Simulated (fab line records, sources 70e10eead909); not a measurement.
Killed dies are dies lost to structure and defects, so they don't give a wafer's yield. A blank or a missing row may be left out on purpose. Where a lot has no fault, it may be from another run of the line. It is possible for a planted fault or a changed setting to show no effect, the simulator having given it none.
Chamber matching    flow nand_harc    NHARC_A_ONON_D2_DEP_33 on pecvd-02 has 3 sister chambers
The step deposits SiO2, target thk 200 nm. 18 wafers are shown with their chamber, then 9 later ones without.

== WAFERS, EACH WITH ITS CHAMBER ==
wafer   chamber  heater_power_w (W)  throttle_valve_pct (%)  chamber_pressure_Torr (Torr)
L075.1  0        494                 15.6                    6.500
L075.3  1        375                 16.2                    6.477
L075.4  0        505                 15.3                    6.505
L079.1  1        429                 16.6                    6.497
L079.4  0        490                 15.7                    6.506
L079.6  1        434                 16.7                    6.473
L081.2  1        460                 16.6                    6.509
L081.3  2        332                 15.4                    6.514
L081.6  1        338                 17.0                    6.498
L086.2  2        282                 15.6                    6.489
L086.4  1        434                 17.1                    6.527
L086.6  2        300                 15.6                    6.495
L089.2  2        326                 15.7                    6.469
L089.3  1        423                 16.3                    6.501
L089.4  2        331                 15.9                    6.494
L092.2  1        444                 16.6                    6.506
L092.4  2        337                 15.8                    6.467
L092.5  0        542                 15.5                    6.504

SIGNATURES (means of the wafers above)
reading                chamber 0  chamber 1  chamber 2  scatter within a chamber
heater_power_w         507.75     417.12     318.00     32.1
throttle_valve_pct     15.525     16.637     15.667     0.245
chamber_pressure_Torr  6.50375    6.49850    6.48800    0.0157
Rule: for a wafer and a chamber, the distance is found by dividing, reading by reading, the gap between the wafer's reading and the chamber's mean by the reading's scatter, squaring, summing and taking the root. If the next closest chamber is less than 2 further off than the closest, the wafer can't be placed; otherwise it belongs to the closest. The scatter: take each reading less its chamber's mean, square it, sum over the shown wafers, divide by the number of wafers less the number of chambers, and take the root.

== WAFERS WHOSE CHAMBER IS MISSING ==
wafer   heater_power_w (W)  throttle_valve_pct (%)  chamber_pressure_Torr (Torr)
L094.1  486                 15.4                    6.513
L094.2  457                 16.5                    6.493
L094.4  480                 15.5                    6.515
L096.2  484                 15.4                    6.495
L096.4  491                 15.4                    6.461
L096.6  356                 16.7                    6.514
L097.2  296                 15.8                    6.486
L097.4  304                 15.9                    6.510
L097.6  444                 15.5                    6.503

== THE CHAMBER EACH PASSED THROUGH ==
wafer   from the rows above  in truth
L094.1  0                    0
L094.2  1                    1
L094.4  0                    0
L096.2  0                    0
L096.4  0                    0
L096.6  1                    1
L097.2  2                    2
L097.4  2                    2
L097.6  0                    0
Correctly placed: 9 of 9. Not placeable from these rows: 0. Wrongly placed: 0.
